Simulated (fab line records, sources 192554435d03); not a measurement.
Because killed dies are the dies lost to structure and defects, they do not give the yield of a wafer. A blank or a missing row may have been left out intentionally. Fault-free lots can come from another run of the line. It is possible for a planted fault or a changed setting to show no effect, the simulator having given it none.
Which tool did it? | flow n5 finfet | Sampling: 10 lots, 30 wafers, 5 of 1938 route steps

WHAT EACH GAUGE READ, for each wafer
N5_BEOL_M4_RC_MEAS_101. Usual: DIBL_N 36.4 mV/V, standard deviation 1.2; DIBL_P 36.1 mV/V, standard deviation 1.6; IOFF_N 0.156 nA/um, standard deviation 0.024; IOFF_P 0.21 nA/um, standard deviation 0.031; ION_N 674 uA/um, standard deviation 11; ION_P 463 uA/um, standard deviation 6.9; SS_N 71.5 mV/dec, standard deviation 0.5; SS_P 73.2 mV/dec, standard deviation 0.55; VT_N 250.0 mV, standard deviation 2.9; VT_P -250 mV, standard deviation 3.6.
lot  | measured     | on        | DIBL_N (mV/V)  | DIBL_P (mV/V)  | IOFF_N (nA/um)    | IOFF_P (nA/um) | ION_N (uA/um) | ION_P (uA/um) | SS_N (mV/dec)  | SS_P (mV/dec)  | VT_N (mV)         | VT_P (mV)      | flag
L809 | day 8 23:57  | prober-01 | 36.8 38.0 37.1 | 35.8 36.4 36.3 | 0.182 0.195 0.185 | 0.28 0.28 0.29 | 676 683 681   | 470 467 471   | 71.2 72.1 71.8 | 73.6 74.5 73.5 | 250.4 247.6 247.4 | -245 -242 -243 |
L808 | day 9 01:47  | prober-01 | 35.2 35.9 35.2 | 34.7 36.4 34.3 | 0.133 0.144 0.134 | 0.20 0.22 0.20 | 668 671 665   | 468 468 461   | 71.4 72.3 71.2 | 73.0 73.8 72.9 | 250.7 251.6 253.1 | -249 -246 -250 |
L810 | day 9 03:59  | prober-02 | 34.6 35.2 36.4 | 33.9 35.1 36.3 | 0.136 0.148 0.181 | 0.20 0.22 0.25 | 661 678 688   | 466 468 482   | 70.7 71.2 71.6 | 73.5 73.2 73.9 | 250.5 251.3 246.8 | -249 -247 -246 |
L812 | day 10 06:21 | prober-02 | 39.1 37.1 38.8 | 38.8 35.5 38.1 | 0.219 0.158 0.207 | 0.26 0.21 0.25 | 698 676 698   | 476 466 471   | 72.2 71.5 71.7 | 73.5 73.5 73.9 | 243.5 249.8 244.3 | -246 -249 -246 |
L815 | day 10 11:17 | prober-01 | 34.6 34.1 36.6 | 32.7 32.2 35.1 | 0.127 0.117 0.156 | 0.18 0.17 0.21 | 661 660 678   | 454 453 460   | 71.4 71.3 71.4 | 72.3 72.0 73.0 | 255.9 255.5 250.3 | -252 -253 -249 |
L814 | day 10 16:43 | prober-02 | 38.7 38.5 40.6 | 38.0 38.2 41.5 | 0.181 0.185 0.236 | 0.25 0.25 0.31 | 671 683 696   | 464 468 477   | 72.1 72.3 72.6 | 73.0 73.4 73.8 | 245.3 245.3 245.4 | -246 -249 -242 |
L816 | day 11 02:11 | prober-01 | 37.0 37.7 36.5 | 35.7 36.9 35.4 | 0.143 0.156 0.135 | 0.17 0.18 0.16 | 665 684 667   | 455 458 454   | 72.0 72.1 71.4 | 73.3 73.2 73.1 | 250.7 249.1 252.3 | -259 -258 -259 |
L817 | day 11 03:54 | prober-02 | 36.6 35.8 34.6 | 35.0 34.9 33.3 | 0.154 0.151 0.127 | 0.19 0.18 0.17 | 681 684 665   | 463 460 452   | 71.8 71.6 71.5 | 73.3 73.0 73.3 | 252.5 249.4 253.1 | -252 -254 -257 |
L818 | day 11 12:38 | prober-02 | 37.7 35.5 35.6 | 36.7 34.2 34.6 | 0.170 0.130 0.140 | 0.20 0.16 0.17 | 672 667 671   | 455 460 460   | 71.7 70.6 71.4 | 74.1 73.1 73.3 | 250.4 253.5 252.1 | -252 -256 -254 |
L820 | day 11 17:59 | prober-01 | 35.7 35.9 36.2 | 34.8 35.4 35.9 | 0.138 0.143 0.145 | 0.19 0.21 0.21 | 668 668 669   | 461 461 466   | 70.4 71.3 71.4 | 73.1 72.7 72.7 | 249.6 248.5 249.6 | -249 -250 -248 |

WHAT TOOL EACH LOT RAN ON (gives the tool, then ch and the chambers of the sampled wafers, and finally the start)
lot  | N5_BEOL_M3_ANNEAL_51             | N5_BEOL_M3_CMP_52             | N5_BEOL_M3_CO_CAP_55             | N5_BEOL_M3_DEP_57
L809 | rtp anneal-02 ch 0, day 8 13:08  | cmp-02 ch 0,2,3, day 8 13:28  | cvd co-01 ch 0,1,2, day 8 13:48  | pecvd-02 ch 0,1, day 8 13:55
L808 | rtp anneal-02 ch 0, day 8 14:27  | cmp-02 ch 0,3, day 8 14:44    | cvd co-02 ch 0,1,2, day 8 15:05  | pecvd-02 ch 1,2, day 8 15:11
L810 | rtp anneal-01 ch 0, day 8 19:08  | cmp-03 ch 1,2, day 8 20:17    | cvd co-02 ch 0,1,2, day 8 20:45  | pecvd-02 ch 0,1,2, day 8 20:52
L812 | rtp anneal-01 ch 0, day 9 10:13  | cmp-03 ch 0,1,3, day 9 10:30  | cvd co-02 ch 0,1,2, day 9 10:48  | pecvd-01 ch 0,2, day 9 10:55
L815 | rtp anneal-01 ch 0, day 10 02:27 | cmp-02 ch 0,3, day 10 02:48   | cvd co-02 ch 0,1,2, day 10 03:08 | pecvd-01 ch 0,1,2, day 10 03:15
L814 | rtp anneal-01 ch 0, day 10 08:10 | cmp-03 ch 1,2,3, day 10 08:23 | cvd co-01 ch 0,1, day 10 08:46   | pecvd-02 ch 0,1, day 10 08:53
L816 | rtp anneal-02 ch 0, day 10 12:50 | cmp-02 ch 2,3, day 10 13:06   | cvd co-02 ch 0,1, day 10 13:28   | pecvd-01 ch 0,1, day 10 13:36
L817 | rtp anneal-01 ch 0, day 10 15:15 | cmp-03 ch 0,1,2, day 10 15:32 | cvd co-01 ch 0,1, day 10 15:55   | pecvd-04 ch 0,1,2, day 10 16:02
L818 | rtp anneal-02 ch 0, day 11 03:04 | cmp-03 ch 1,2, day 11 03:25   | cvd co-02 ch 0,1,2, day 11 03:46 | pecvd-01 ch 0,1, day 11 03:53
L820 | rtp anneal-01 ch 0, day 11 07:07 | cmp-03 ch 0,1,2, day 11 07:28 | cvd co-02 ch 0,2, day 11 07:47   | pecvd-01 ch 0,1, day 11 07:55
- N5_BEOL_M3_ANNEAL_51: time 90 s.
- N5_BEOL_M3_CMP_52: polishes, stops on SiOC, t overpolish 6.8 s, target thk 40 nm.
- N5_BEOL_M3_CO_CAP_55: material Co, precursor CCTBA/H2, target thk 2 nm, time 102.1 s.
- N5_BEOL_M3_DEP_57: deposits SiCN from 3MS/NH3, target thk 8 nm, time 14 s.

WHAT THE TOOLS THEMSELVES READ (means of the sampled wafers that have a number; where no wafer has one, the mark that the record gives instead)
N5_BEOL_M3_ANNEAL_51. Usual: 225.79 for wafer_temp_C_max, sd 0.25.
lot  | tool          | wafer_temp_C_max | flag
L809 | rtp anneal-02 | 225.59           |
L808 | rtp anneal-02 | 225.59           |
L810 | rtp anneal-01 | 225.77           |
L812 | rtp anneal-01 | 225.85           |
L815 | rtp anneal-01 | 225.75           |
L814 | rtp anneal-01 | 226.12           |
L816 | rtp anneal-02 | 225.70           |
L817 | rtp anneal-01 | 226.20           |
L818 | rtp anneal-02 | 225.45           |
L820 | rtp anneal-01 | 225.85           |

N5_BEOL_M3_CMP_52. Usual: barrier field endpoint s 24.3 s, standard deviation 0.46; edge zone pressure frac 1.001, standard deviation 0.0047; head pressure psi 1.0003 psi, standard deviation 0.0022; motor current A 6.2 A, standard deviation 0.59; overpolish run s 6.800 s, standard deviation 0.0084; retaining ring pressure frac 1.000, standard deviation 0.0051; time to endpoint s 60.7 s, standard deviation 2.3.
lot  | tool   | barrier field endpoint s (s) | edge zone pressure frac | head pressure psi (psi) | motor current A (A) | overpolish run s (s) | retaining ring pressure frac | time to endpoint s (s) | flag
L809 | cmp-02 | 24.6                         | 0.999                   | 0.9991                  | 6.7                 | 6.802                | 0.999                        | 59.4                   |
L808 | cmp-02 | 24.0                         | 1.002                   | 0.9998                  | 6.1                 | 6.797                | 0.996                        | 60.0                   |
L810 | cmp-03 | 24.5                         | 1.006                   | 0.9994                  | 5.7                 | 6.788                | 1.004                        | 62.4                   |
L812 | cmp-03 | 24.1                         | 0.998                   | 0.9986                  | 6.1                 | 6.804                | 0.998                        | 58.2                   |
L815 | cmp-02 | 23.8                         | 0.998                   | 1.0008                  | 6.6                 | 6.799                | 1.001                        | 57.9                   |
L814 | cmp-03 | 24.5                         | 0.999                   | 0.9999                  | 5.6                 | 6.805                | 1.000                        | 64.2                   |
L816 | cmp-02 | 24.2                         | 1.001                   | 1.0011                  | 6.4                 | 6.799                | 1.005                        | 59.1                   |
L817 | cmp-03 | 24.8                         | 1.003                   | 0.9988                  | 6.1                 | 6.798                | 1.000                        | 63.3                   |
L818 | cmp-03 | 23.0                         | 0.999                   | 1.0813                  | 5.6                 | 6.799                | 1.001                        | 60.0                   | OFF
L820 | cmp-03 | 22.9                         | 1.007                   | 1.0809                  | 6.1                 | 6.798                | 0.994                        | 59.0                   | OFF

N5_BEOL_M3_CO_CAP_55. Usual: 218 W for heater power w, sd 16.
lot  | tool      | heater power w (W) | flag
L809 | cvd co-01 | 231                |
L808 | cvd co-02 | 207                |
L810 | cvd co-02 | 208                |
L812 | cvd co-02 | 205                |
L815 | cvd co-02 | 205                |
L814 | cvd co-01 | 241                |
L816 | cvd co-02 | 209                |
L817 | cvd co-01 | 241                |
L818 | cvd co-02 | 209                |
L820 | cvd co-02 | 203                |

N5_BEOL_M3_DEP_57. Usual: rf fwd power W 199.5 W, standard deviation 0.92; showerhead plenum p Torr 3.665 Torr, standard deviation 0.012; throttle valve pct 9.1 %, standard deviation 0.32.
lot  | tool     | rf fwd power W (W) | showerhead plenum p Torr (Torr) | throttle valve pct (%) | flag
L809 | pecvd-02 | 199.6              | 3.681                           | 8.8                    |
L808 | pecvd-02 | 199.4              | 3.680                           | 8.7                    |
L810 | pecvd-02 | 199.5              | 3.670                           | 9.0                    |
L812 | pecvd-01 | 198.6              | 3.658                           | 9.2                    |
L815 | pecvd-01 | 199.3              | 3.661                           | 9.3                    |
L814 | pecvd-02 | 199.9              | 3.681                           | 9.0                    |
L816 | pecvd-01 | 199.1              | 3.662                           | 9.5                    |
L817 | pecvd-04 | 198.9              | 3.660                           | 9.2                    |
L818 | pecvd-01 | 199.3              | 3.664                           | 9.1                    |
L820 | pecvd-01 | 199.9              | 3.656                           | 9.2                    |

THE ANSWER, worked out from the rows above alone
Rule: lot off if the mean of its wafers having a number is beyond 3 standard deviations from the usual mean. A lot without any number at a reading at which 4 lots or more have one is off too. Any other lot the step has rows for is counted as sound. After the gauges, taken in route order, come the tools' own readings; for these a lot's mean is taken, as printed above. At the first step where some lot is off, the reading lying furthest off is the one used; lots without a number count as furthest.
Off, at N5_BEOL_M3_CMP_52 on head pressure psi: L818, L820.
If a tool, at that step or one of the process steps before it, ran each lot that is off and ran no sound lot following the first of them, it fits. One fits: N5_BEOL_M3_CMP_52 on cmp-03. Its last sound lot is L817 (day 10 15:32), its first lot that is off L818 (day 11 03:25): a fault that began between those two fits.
The tool's own readings at N5_BEOL_M3_CMP_52 bear it out: on the lots that are off they differ by more than 5 times the standard deviation of the sound lots' means. head pressure psi reads 1.0811 psi there against 0.9997 psi on the sound lots.

WHAT THE SIMULATOR HAD PUT IN
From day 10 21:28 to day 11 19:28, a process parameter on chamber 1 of cmp-03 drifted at N5_BEOL_M3_CMP_52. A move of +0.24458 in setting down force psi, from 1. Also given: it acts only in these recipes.
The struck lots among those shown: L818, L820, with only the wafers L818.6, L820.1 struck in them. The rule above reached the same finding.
